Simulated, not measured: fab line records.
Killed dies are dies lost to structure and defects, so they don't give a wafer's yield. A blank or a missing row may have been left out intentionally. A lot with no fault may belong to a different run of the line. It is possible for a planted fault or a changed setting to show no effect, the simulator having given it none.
Check of tool commonality | flow nand-harc | 11 lots, 33 wafers sampled

WHY THIS WAS OPENED
On 2 of the 11 lots, a flag is raised at NHARC_A_M1_CD_MEAS_09 on the reading cd-nm. Wafers without a fault read 120.8 nm, standard deviation 0.5.
Rule: a lot is flagged when every wafer of it that has a number lies more than 4 standard deviations from that mean, or none has a number. The rest of the lots are taken to be sound.

lot  | measured     | on        | cd-nm (nm), wafer by wafer | flag
L752 | day 23 05:20 | cd-sem-03 | 121.1 120.9 120.3          |
L755 | day 24 15:27 | cd-sem-03 | 120.1 121.2 120.8          |
L758 | day 26 07:26 | cd-sem-02 | 106.9 106.9 107.0          | FLAGGED
L761 | day 26 20:55 | cd-sem-01 | 121.1 121.2 120.5          |
L764 | day 28 03:29 | cd-sem-01 | 110.4 109.7 109.9          | FLAGGED
L765 | day 28 05:54 | cd-sem-01 | 121.3 120.0 121.7          |
L767 | day 29 06:58 | cd-sem-03 | 120.5 120.2 119.5          |
L770 | day 30 07:34 | cd-sem-02 | 120.9 120.4 120.6          |
L771 | day 30 14:04 | cd-sem-03 | 120.5 121.0 120.5          |
L773 | day 31 11:06 | cd-sem-01 | 121.1 120.7 120.9          |
L774 | day 32 03:20 | cd-sem-03 | 120.9 120.7 121.0          |
Average over the flagged lots: 108.5 nm; offset from the usual -12.3 nm, equal to -25 standard deviations.

WHICH TOOL RAN EACH LOT
2 process steps preceding the reading are held in the record, out of 1302 steps in the route. Read each cell as the tool, then ch plus the chambers that the sampled wafers visited, then the start.
lot  | flag    | NHARC_A_M0_DEP_32               | NHARC_A_M1_EXPOSE_06
L752 |         | pecvd-02 ch 0,1, day 23 04:13   | arfi-scanner-01 ch 0, day 23 05:11
L755 |         | pecvd-03 ch 0,2, day 24 14:14   | arfi-scanner-02 ch 0, day 24 15:19
L758 | FLAGGED | pecvd-03 ch 0,1,2, day 26 05:53 | arfi-scanner-02 ch 0, day 26 07:17
L761 |         | pecvd-03 ch 1,2, day 26 19:47   | arfi-scanner-03 ch 0, day 26 20:47
L764 | FLAGGED | pecvd-03 ch 0,1,2, day 28 02:16 | arfi-scanner-02 ch 0, day 28 03:20
L765 |         | pecvd-03 ch 0,1,2, day 28 04:39 | arfi-scanner-01 ch 0, day 28 05:46
L767 |         | pecvd-03 ch 1,2, day 29 05:53   | arfi-scanner-01 ch 0, day 29 06:50
L770 |         | pecvd-03 ch 0,2, day 30 06:20   | arfi-scanner-03 ch 0, day 30 07:26
L771 |         | pecvd-03 ch 1,2, day 30 12:50   | arfi-scanner-01 ch 0, day 30 13:55
L773 |         | pecvd-04 ch 0,2, day 31 09:59   | arfi-scanner-03 ch 0, day 31 10:58
L774 |         | pecvd-02 ch 0,2, day 32 02:13   | arfi-scanner-03 ch 0, day 32 03:12
What these steps do:
- NHARC_A_M0_DEP_32: deposits SiCN, target thk 30 nm.
- NHARC_A_M1_EXPOSE_06: exposes mask A M1, target cd 120 nm.
- NHARC_A_M1_CD_MEAS_09: target cd 120 nm.

FLAGGED OVER TOTAL, TOOL BY TOOL (the gauges that took the reading come last)
step                  | tool            | lots run | flagged | share of the flagged lots | sound lots run after its first flagged lot
NHARC_A_M0_DEP_32     | pecvd-02        | 2        | 0       | none                      | -
NHARC_A_M0_DEP_32     | pecvd-03        | 8        | 2       | all                       | 5 (L761,L765,L767,L770,L771)
NHARC_A_M0_DEP_32     | pecvd-04        | 1        | 0       | none                      | -
NHARC_A_M1_EXPOSE_06  | arfi-scanner-01 | 4        | 0       | none                      | -
NHARC_A_M1_EXPOSE_06  | arfi-scanner-02 | 3        | 2       | all                       | 0
NHARC_A_M1_EXPOSE_06  | arfi-scanner-03 | 4        | 0       | none                      | -
NHARC_A_M1_CD_MEAS_09 | cd-sem-01       | 4        | 1       | some                      | 2 (L765,L773)
NHARC_A_M1_CD_MEAS_09 | cd-sem-02       | 2        | 1       | some                      | 1 (L770)
NHARC_A_M1_CD_MEAS_09 | cd-sem-03       | 5        | 0       | none                      | -

THE TABLE: WHAT IT ALLOWS
pecvd-03 at NHARC_A_M0_DEP_32 and arfi-scanner-02 at NHARC_A_M1_EXPOSE_06 are the 2 rows of the table that ran each flagged lot.
- pecvd-03 at NHARC_A_M0_DEP_32: 2 of its 8 lots flagged. After the first flagged lot (L761, L765, L767, L770, L771), sound lots still ran on it; a lasting fault on the whole tool would not permit that.
- arfi-scanner-02 at NHARC_A_M1_EXPOSE_06: 2 of its 3 lots flagged. A fault beginning between L755 (day 24 15:19), its last sound lot, and L758 (day 26 07:17), its first flagged one, fits the data. Its own readings lie more than 4 standard deviations out on every wafer of the flagged lots: exposure-dose-mJ-cm2.
arfi-scanner-02 at NHARC_A_M1_EXPOSE_06 is the single tool remaining.

WHAT THE SIMULATOR PUT IN
Process parameter drift: arfi-scanner-02, from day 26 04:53 on, at NHARC_A_M1_EXPOSE_06. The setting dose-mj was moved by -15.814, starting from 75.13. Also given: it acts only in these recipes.
Struck lots among those shown: L758, L764. The same result came from the rule above.
